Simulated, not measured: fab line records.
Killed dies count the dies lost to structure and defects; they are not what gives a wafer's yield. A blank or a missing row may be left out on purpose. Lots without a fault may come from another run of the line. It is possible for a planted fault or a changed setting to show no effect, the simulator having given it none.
Which of the tools did it? | flow n5Finfet | 12 lots, 36 wafers sampled, at 4 steps of a route of 1938

## WHAT EACH GAUGE READ, for each wafer
N5_MOL_CONTACT_COAG_CD_MEAS_101: the cd target is 16 nm.
lot  | measured     | on       | cdNm (nm)
L076 | day 5 15:22  | cdSem-03 | 15.97 16.00 15.86
L077 | day 6 03:22  | cdSem-01 | 16.14 16.68 15.98
L079 | day 6 20:59  | cdSem-01 | 15.61 16.07 16.47
L081 | day 7 02:23  | cdSem-03 | 16.56 15.63 15.40
L083 | day 7 09:55  | cdSem-03 | 15.50 15.98 15.64
L085 | day 7 20:21  | cdSem-01 | 15.72 15.55 15.91
L087 | day 8 15:43  | cdSem-03 | 15.63 16.26 16.24
L089 | day 8 22:59  | cdSem-01 | 15.63 16.15 16.36
L091 | day 9 09:20  | cdSem-02 | 16.19 15.69 15.75
L093 | day 10 01:46 | cdSem-02 | 16.14 16.50 16.17
L095 | day 10 12:06 | cdSem-03 | 15.81 16.26 15.99
L097 | day 11 01:42 | cdSem-01 | 15.96 16.19 15.95

## TOOL THAT RAN EACH LOT (tool first, then ch and the chambers of the sampled wafers, then the start)
lot  | N5_MOL_CONTACT_COAG_ANNEAL_113  | N5_MOL_CONTACT_COAG_STRIP_119       | N5_MOL_CONTACT_COAG_DESCUM_45
L076 | rtpAnneal-02 ch 0, day 5 05:25  | plasmaAsher-02 ch 0,1, day 5 13:18  | rieDiel-02 ch 1,3, day 5 14:25
L077 | rtpAnneal-02 ch 0, day 5 17:52  | plasmaAsher-01 ch 0,1, day 6 01:33  | rieDiel-01 ch 0,1, day 6 02:21
L079 | rtpAnneal-02 ch 0, day 6 11:56  | plasmaAsher-02 ch 0,1, day 6 19:26  | rieDiel-02 ch 0,2,3, day 6 20:10
L081 | rtpAnneal-01 ch 0, day 6 16:41  | plasmaAsher-01 ch 0,1, day 7 00:51  | rieDiel-04 ch 0,2, day 7 01:26
L083 | rtpAnneal-01 ch 0, day 7 00:38  | plasmaAsher-01 ch 1, day 7 08:22    | rieDiel-02 ch 0,2,3, day 7 09:05
L085 | rtpAnneal-02 ch 0, day 7 12:15  | plasmaAsher-02 ch 0,1, day 7 18:56  | rieDiel-04 ch 0,1,3, day 7 19:32
L087 | rtpAnneal-02 ch 0, day 8 06:00  | plasmaAsher-01 ch 0,1, day 8 13:56  | rieDiel-01 ch 2,3, day 8 14:31
L089 | rtpAnneal-02 ch 0, day 8 14:02  | plasmaAsher-01 ch 0,1, day 8 21:19  | rieDiel-02 ch 0,1, day 8 21:53
L091 | rtpAnneal-01 ch 0, day 9 01:17  | plasmaAsher-01 ch 0,1, day 9 07:47  | rieDiel-04 ch 0,2,3, day 9 08:31
L093 | rtpAnneal-01 ch 0, day 9 15:22  | plasmaAsher-02 ch 0,1, day 10 00:04 | rieDiel-04 ch 0,3, day 10 00:41
L095 | rtpAnneal-01 ch 0, day 10 02:17 | plasmaAsher-01 ch 0,1, day 10 10:28 | rieDiel-02 ch 0,3, day 10 11:11
L097 | rtpAnneal-01 ch 0, day 10 17:19 | plasmaAsher-01 ch 0,1, day 10 23:41 | rieDiel-04 ch 1,2, day 11 00:52
- N5_MOL_CONTACT_COAG_ANNEAL_113: time 300 s.
- N5_MOL_CONTACT_COAG_STRIP_119: strips in N2/H2, time 30 s.
- N5_MOL_CONTACT_COAG_DESCUM_45: chemistry O2, time 7 s.

## THE ANSWER, worked out from the rows above alone
Rule: the usual values come from the lots themselves. Put in order of their means at a reading, lots are off if they are a third of the lots or fewer, leave a main group of 4 or more, and stand apart from it by a gap of 3 or more times the standard deviation of the main group's means; of several such gaps the widest counts. A main group is skipped when, at the precision printed for the reading in the tables above, its means are all equal. Also off: a lot with no number at a reading for which 4 or more lots have one. The other lots that the step has rows for count as sound.
No lot is off at any reading shown: from this, nothing can be told.

## WHAT THE SIMULATOR PUT IN
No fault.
